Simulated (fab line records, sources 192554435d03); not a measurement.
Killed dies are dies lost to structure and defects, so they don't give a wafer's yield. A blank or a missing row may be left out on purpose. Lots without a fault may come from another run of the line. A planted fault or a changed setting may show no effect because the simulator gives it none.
Chamber matching | flow n5_finfet | N5_BEOL_M0_SAQP_ETCH_84 on rie_diel-04: 4 sister chambers
The step etches SOC in N2/H2, target depth 100 nm, overetch 20 nm, time 150 s. 33 wafers are shown with their chamber, then 12 later ones without.

WAFERS WITH THEIR CHAMBER
wafer  | chamber | showerhead_plenum_p_Torr (Torr) | throttle_valve_pct (%) | oes_product_au (a.u.)
L074.2 | 3       | 2.70                            | 17.85                  | 0.79
L074.4 | 0       | 2.42                            | 18.10                  | 0.65
L074.6 | 2       | 2.54                            | 17.68                  | 0.67
L075.1 | 1       | 2.63                            | 18.05                  | 0.62
L075.4 | 0       | 2.42                            | 18.12                  | 0.64
L075.6 | 1       | 2.63                            | 18.05                  | 0.62
L079.1 | 1       | 2.63                            | 18.06                  | 0.61
L079.2 | 3       | 2.70                            | 17.88                  | 0.79
L079.3 | 0       | 2.42                            | 18.12                  | 0.64
L079.4 | 2       | 2.53                            | 17.69                  | 0.67
L079.5 | 1       | 2.63                            | 18.07                  | 0.61
L079.6 | 0       | 2.42                            | 18.12                  | 0.64
L081.3 | 0       | 2.41                            | 18.12                  | 0.63
L081.5 | 1       | 2.62                            | 18.10                  | 0.61
L081.6 | 0       | 2.41                            | 18.12                  | 0.64
L082.4 | 0       | 2.41                            | 18.13                  | 0.63
L082.5 | 2       | 2.53                            | 17.69                  | 0.66
L082.6 | 1       | 2.62                            | 18.09                  | 0.61
L085.2 | 1       | 2.62                            | 18.08                  | 0.61
L085.3 | 3       | 2.70                            | 17.88                  | 0.77
L085.5 | 1       | 2.62                            | 18.08                  | 0.61
L084.3 | 0       | 2.41                            | 18.13                  | 0.64
L084.4 | 2       | 2.53                            | 17.70                  | 0.67
L084.5 | 3       | 2.70                            | 17.88                  | 0.77
L086.1 | 3       | 2.70                            | 17.88                  | 0.78
L086.3 | 2       | 2.53                            | 17.72                  | 0.66
L086.5 | 1       | 2.62                            | 18.09                  | 0.61
L087.1 | 1       | 2.62                            | 18.10                  | 0.60
L087.2 | 2       | 2.53                            | 17.70                  | 0.66
L087.3 | 3       | 2.70                            | 17.88                  | 0.76
L087.4 | 0       | 2.41                            | 18.15                  | 0.63
L087.5 | 0       | 2.41                            | 18.13                  | 0.63
L087.6 | 3       | 2.70                            | 17.89                  | 0.77

SIGNATURES (means of the wafers above)
reading                  | chamber 0 | chamber 1 | chamber 2 | chamber 3 | scatter within a chamber
showerhead_plenum_p_Torr | 2.4140    | 2.6240    | 2.5317    | 2.7000    | 0.00441
throttle_valve_pct       | 18.1240   | 18.0770   | 17.6967   | 17.8771   | 0.015
oes_product_au           | 0.6370    | 0.6110    | 0.6650    | 0.7757    | 0.00748
Rule: a wafer's distance from a chamber is the root of the sum, over the readings, of the square of ((its reading less the chamber's mean) divided by the reading's scatter). The wafer belongs to the nearest chamber; if the next one is less than 2 further off, it can't be placed. The scatter: the root of (the sum of the squares of (reading less its chamber's mean) over the shown wafers, divided by (wafers less chambers)).

WAFERS WITHOUT THEIR CHAMBER
wafer  | showerhead_plenum_p_Torr (Torr) | throttle_valve_pct (%) | oes_product_au (a.u.)
L094.1 | 2.41                            | 18.17                  | 0.63
L094.5 | 2.52                            | 17.75                  | 0.64
L094.6 | 2.69                            | 17.92                  | 0.76
L095.1 | 2.52                            | 17.72                  | 0.65
L095.2 | 2.41                            | 18.16                  | 0.62
L095.3 | 2.69                            | 17.91                  | 0.75
L095.4 | 2.41                            | 18.17                  | 0.63
L095.5 | 2.69                            | 17.91                  | 0.76
L095.6 | 2.52                            | 17.76                  | 0.65
L097.2 | 2.40                            | 18.18                  | 0.62
L097.3 | 2.69                            | 17.92                  | 0.75
L097.5 | 2.69                            | 17.92                  | 0.75

WHICH CHAMBER EACH WENT THROUGH
wafer  | from the rows above | in truth
L094.1 | 0                   | 0
L094.5 | 2                   | 2
L094.6 | 3                   | 3
L095.1 | 2                   | 2
L095.2 | 0                   | 0
L095.3 | 3                   | 3
L095.4 | 0                   | 0
L095.5 | 3                   | 3
L095.6 | 2                   | 2
L097.2 | 0                   | 0
L097.3 | 3                   | 3
L097.5 | 3                   | 3
Placed correctly: 12 of 12. Can't be placed from these rows: 0. Placed wrongly: 0.
